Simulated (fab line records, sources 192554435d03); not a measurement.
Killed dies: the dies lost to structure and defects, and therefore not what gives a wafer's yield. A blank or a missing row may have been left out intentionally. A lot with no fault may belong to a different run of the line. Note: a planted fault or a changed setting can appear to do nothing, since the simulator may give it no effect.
Split-lot study	flow n5Finfet	39 wafers read across 7 lots, on a route 1938 steps long

## THE SPLIT ITSELF
At N5_BEOL_M0_SAQP_MANDREL_ETCH_20 (etches a-Si in HBr/Cl2, stops on SiNx, target depth 60 nm, bt time 10 s, time 30 s), the setting targetDepthA was moved away from the recipe's 600 angstrom on 12 of the 39 wafers read, by -47.5% to +43.5%. The other wafers ran this setting at the recipe's value.

The split's own step is where the reading is taken.

## THE READING
oesProductAu, in a.u., at N5_BEOL_M0_SAQP_MANDREL_ETCH_20 (etches a-Si in HBr/Cl2, stops on SiNx, target depth 60 nm, bt time 10 s, time 30 s). A value of 0.769 a.u. with a standard deviation of 0.013 a.u. is what fault-free wafers of this fab line usually give.

wafer	tool, chamber at the split	targetDepthA as run, angstrom	against the recipe	oesProductAu, a.u.	against lot-mates on the recipe
L074.1	rieSi-03, 1	600	recipe	0.753	-
L074.2	rieSi-03, 3	320.2	-46.6%	1.002	+0.232
L074.3	rieSi-03, 2	320.2	-46.6%	1.026	+0.256
L074.4	rieSi-03, 0	320.2	-46.6%	1.001	+0.231
L074.5	rieSi-03, 1	600	recipe	0.769	-
L074.6	rieSi-03, 2	600	recipe	0.787	-
L078.1	rieSi-03, 3	600	recipe	0.760	-
L078.2	rieSi-03, 0	600	recipe	0.772	-
L078.3	rieSi-03, 1	600	recipe	0.745	-
L078.4	rieSi-03, 2	600	recipe	0.794	-
L078.5	rieSi-03, 3	600	recipe	0.769	-
L078.6	rieSi-03, 2	600	recipe	0.778	-
L080.1	rieSi-04, 1	600	recipe	0.786	-
L080.2	rieSi-04, 3	600	recipe	0.773	-
L080.3	rieSi-04, 2	600	recipe	0.773	-
L083.1	rieSi-03, 0	600	recipe	0.763	-
L083.2	rieSi-03, 1	445	-25.8%	0.906	+0.135
L083.3	rieSi-03, 2	600	recipe	0.787	-
L083.4	rieSi-03, 3	600	recipe	0.764	-
L083.5	rieSi-03, 1	445	-25.8%	0.915	+0.144
L083.6	rieSi-03, 2	445	-25.8%	0.951	+0.180
L086.1	rieSi-02, 2	600	recipe	0.766	-
L086.2	rieSi-02, 3	600	recipe	0.755	-
L086.3	rieSi-02, 1	600	recipe	0.750	-
L086.4	rieSi-02, 0	600	recipe	0.770	-
L086.5	rieSi-02, 2	600	recipe	0.766	-
L086.6	rieSi-02, 1	600	recipe	0.754	-
L091.1	rieSi-03, 1	600	recipe	0.748	-
L091.2	rieSi-03, 2	860.7	+43.5%	0.648	-0.115
L091.3	rieSi-03, 0	600	recipe	0.769	-
L091.4	rieSi-03, 3	600	recipe	0.771	-
L091.5	rieSi-03, 0	860.7	+43.5%	0.639	-0.124
L091.6	rieSi-03, 1	860.7	+43.5%	0.629	-0.134
L094.1	rieSi-04, 3	315	-47.5%	0.995	+0.230
L094.2	rieSi-04, 0	315	-47.5%	1.008	+0.243
L094.3	rieSi-04, 2	600	recipe	0.755	-
L094.4	rieSi-04, 2	600	recipe	0.766	-
L094.5	rieSi-04, 0	315	-47.5%	1.009	+0.244
L094.6	rieSi-04, 3	600	recipe	0.775	-

THE FIT
A straight line over all 39 wafers: oesProductAu changes by -0.00447 a.u. for each +1% of targetDepthA; r = -0.97; the points scatter about the line by 0.025 a.u.
The same after taking each lot's own level away (the mean of its wafers on the recipe; 39 wafers): -0.00442 a.u. for each +1%; r = -0.97; scatter 0.025 a.u.
Per that fit: largest targetDepthA move, reading shift of 0.21 a.u.
The lots' own levels span 0.7602 to 0.7773 a.u., that is 1.3 times the standard deviation above.
Hence the lot-to-lot level has little effect on the slope; both slopes agree.
Check: +0.222 a.u. against its lot-mates is what the line predicts for one of the wafers moved furthest among these (-47.5%) when that wafer is left out of the fit. It came out at +0.23 a.u. against them.
Tool readings at the split's step, against how far the setting was moved: oesProductAu r = -0.97.

## OTHER SPLITS ON THESE WAFERS
Note: prior to the reading, these wafers also went through further splits. Each is held against what the fit with the lots' levels taken away leaves over:
other split on the same wafers	wafers away from the commonest value	r with oesProductAu (lot level and that fit taken away)
N5_ZERO_LAYER_DEVELOP_10 developTimeS	12	-0.21
N5_SD_EPI_N_DESCUM_14 timeS	18	+0.06
N5_HKMG_FIN_ETCH_35 timeS	9	-0.04

## THE WHOLE CHAIN: every reading that the file lists as answering this split, in the file's order
step	what it does	reading	change (the file's fit)	r (the file's)
N5_BEOL_M0_SAQP_MANDREL_ETCH_20	etches a-Si in HBr/Cl2, stops on SiNx, target depth 60 nm, bt time 10 s, time 30 s	oesProductAu	-0.00456 a.u. for each +1% of the setting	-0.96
N5_BEOL_M0_SAQP_MANDREL_ETCH_20	etches a-Si in HBr/Cl2, stops on SiNx, target depth 60 nm, bt time 10 s, time 30 s	etch.depthNm (the simulator's own value, which no gauge read)	not straight: 47.59 at the lowest setting, 59.57 at the recipe, 60.1 at the highest	not given
N5_BEOL_M0_SAQP_MANDREL_ETCH_20	etches a-Si in HBr/Cl2, stops on SiNx, target depth 60 nm, bt time 10 s, time 30 s	SOC_of_BEOL_M0_SAQP_COAT_81.thkNm (the simulator's own value, which no gauge read)	-0.24 nm for each +1% of the setting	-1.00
N5_BEOL_M0_SAQP_MANDREL_ETCH_20	etches a-Si in HBr/Cl2, stops on SiNx, target depth 60 nm, bt time 10 s, time 30 s	SiNx_of_BEOL_M0_SAQP_PECVD_97.thkNm (the simulator's own value, which no gauge read)	not straight: 20.2 at the lowest setting, 18.33 at the recipe, 13 at the highest	not given
N5_BEOL_M0_SAQP_INSPECT_42	inspects for defects (brightfield)	rawDefectCount	not straight: 2102 at the lowest setting, 295 at the recipe, 351 at the highest	not given

## THE FILE'S OWN FIT
oesProductAu changes by -0.00456 a.u. for each +1% of targetDepthA, r = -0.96.
